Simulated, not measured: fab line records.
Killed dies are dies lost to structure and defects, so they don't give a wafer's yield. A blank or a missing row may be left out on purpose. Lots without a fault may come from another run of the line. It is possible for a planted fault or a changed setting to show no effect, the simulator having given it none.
Matching of chambers    flow n5_finfet    4 sister chambers for N5_GATE_CUT_HM_OPEN_40 on rie_diel-03
The step chemistry C4F6/O2, target SiO2, target depth 139 nm, time 85.1 s. 8 wafers are shown with their chamber, then 7 later ones without.

== EACH WAFER AND ITS CHAMBER ==
wafer   chamber  throttle_valve_pct (%)  showerhead_plenum_p_Torr (Torr)
L074.3  3        20.89                   3.05
L077.6  1        21.36                   2.92
L078.4  3        20.90                   3.05
L078.6  0        20.41                   2.84
L082.5  1        21.35                   2.91
L082.6  2        20.58                   2.97
L085.1  2        20.57                   2.97
L085.2  0        20.41                   2.84

== WAFERS WITH NO CHAMBER GIVEN ==
wafer   throttle_valve_pct (%)  showerhead_plenum_p_Torr (Torr)
L085.3  21.34                   2.91
L088.3  20.44                   2.84
L088.5  20.42                   2.84
L088.6  20.89                   3.04
L094.2  20.58                   2.97
L094.3  20.92                   3.04
L094.4  20.43                   2.83

== CHAMBER TAKEN BY EACH ==
wafer   from the rows above  in truth
L085.3  1                    1
L088.3  0                    0
L088.5  0                    0
L088.6  3                    3
L094.2  2                    2
L094.3  3                    3
L094.4  0                    0
Correct placement for 7 of the 7. Number that these rows cannot place: 0. Placed wrongly: 0.
How it was worked out, from the rows above alone: a wafer's distance from a chamber is the root of the sum, over the readings, of the square of ((its reading less the chamber's mean) divided by the reading's scatter). If the next closest chamber is less than 2 further off than the closest, the wafer can't be placed; otherwise it belongs to the closest. A chamber's mean is the mean of its shown wafers. The scatter: take each reading less its chamber's mean, square it, sum over the shown wafers, divide by the number of wafers less the number of chambers, and take the root.
